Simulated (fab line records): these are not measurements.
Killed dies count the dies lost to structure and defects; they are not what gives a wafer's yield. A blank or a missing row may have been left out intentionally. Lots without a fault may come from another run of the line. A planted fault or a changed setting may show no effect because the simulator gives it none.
Problem report in the 8D (eight disciplines) form, filled by code	flow n5-finfet	the parts of the form that need people (team, actions taken, sign-off) are left out

== 1. THE ISSUE ==
At N5_PASSIVATION_PROBE_49, killed_at_M4_up averages 1101 over 6 wafers from 2 lots, while fault-free wafers read 14, standard deviation 5.2. That is +99 or more standard deviations from the usual mean.
Seen first at day 15 16:43 on prober-02, wafer L863.1. Wafers with a number at this step in the record: 6, from 2 lots. The rule behind "out" and "out of limits": a value lying over 4 standard deviations away from the usual mean. The rest of the wafers with a number are treated as sound.

== 2. WHAT IT IS; WHAT IT IS NOT ==
question	is	is not
which readings at this step	killed_at_M4_up, defect-limited-yield, killed-dies, killed-on-rim, sort_bin_5_function, sort-n-pass, sort-yield-pct	killed-at-contacts, killed-at-front-end, killed-at-other, killed-short
which lots	L863, L866	-
which wafers of those lots	all that have a number	-
read on which tools	prober-01, prober-02	-
when	from day 15 16:43	up to then (0 sound wafers)

== 3. SUSPECTS, AND WHAT RULES EACH OUT ==
Counting: a tool at a process step up to the reading stays a suspect if it ran every lot that is out and no sound lot after the first of them.
- rie-diel-01 at N5_BEOL_M9_VIA_ETCH_34 (etches SiCOH lowk in C4F6/O2, target depth 182.4 nm, time 68.4 s): kept. It ran every lot that is out, first L863 (day 13 04:28), and no sound lot after that.
Remaining after the count: rie-diel-01 at N5_BEOL_M9_VIA_ETCH_34.

== 4. THE CAUSE (what the simulator had put in) ==
At N5_BEOL_M9_VIA_ETCH_34, the step was skipped entirely on rie-diel-01 from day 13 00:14 on. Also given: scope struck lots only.
After counting, this tool was the only one left.

== 5. THE EFFECT CHAIN, in route order ==
Each row: a reading whose mean over the struck wafers that have a number lies more than 3 standard deviations from the usual. Only readings whose record carries a usual standard deviation are examined. hours: median over the lots of the time between each lot's start at the first step of this table that gives one and its start at this step. sigmas: the change, counted in usual standard deviations.
hours	step	reading	usual	on struck wafers	change	sigmas
0	N5_PASSIVATION_PROBE_49	defect-limited-yield	91.1 %	0.0	-91.1	-65
0	N5_PASSIVATION_PROBE_49	killed_at_M4_up	14	1101	+1087	+99 or more
0	N5_PASSIVATION_PROBE_49	killed-dies	105	1180	+1075	+67
0	N5_PASSIVATION_PROBE_49	killed-on-rim	14	152	+138	+31
0	N5_PASSIVATION_PROBE_49	sort_bin_5_function	5.2 %	96.9	+91.7	+99 or more
0	N5_PASSIVATION_PROBE_49	sort-n-pass	1074	0	-1074	-67
0	N5_PASSIVATION_PROBE_49	sort-yield-pct	91.1 %	0.0	-91.1	-65
It contains these process steps:
- N5_PASSIVATION_PROBE_49
Readings that are blank on the struck wafers while sound wafers have them: C4F6_flow_sccm at N5_BEOL_M9_VIA_ETCH_34; O2_flow_sccm at N5_BEOL_M9_VIA_ETCH_34; drypump-motor-current-A at N5_BEOL_M9_VIA_ETCH_34; oes-product-au at N5_BEOL_M9_VIA_ETCH_34; rf-vpp-V at N5_BEOL_M9_VIA_ETCH_34; showerhead-plenum-p-Torr at N5_BEOL_M9_VIA_ETCH_34; throttle-valve-pct at N5_BEOL_M9_VIA_ETCH_34.

== 6. WHAT WOULD HAVE CAUGHT IT SOONER ==
64 hours passed between the start of the fault at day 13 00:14 and the first reading out of limits in this record, taken at day 15 16:43.
At N5_BEOL_M9_VIA_ETCH_34 the tool's readings are blank on the struck wafers, where sound wafers have them: an empty tool record is the first sign, and it was there at once.
All the lots that are out (2) had begun N5_BEOL_M9_VIA_ETCH_34 on rie-diel-01 by day 15 16:43. Had the tool been put on hold then, not one of them would have been saved.
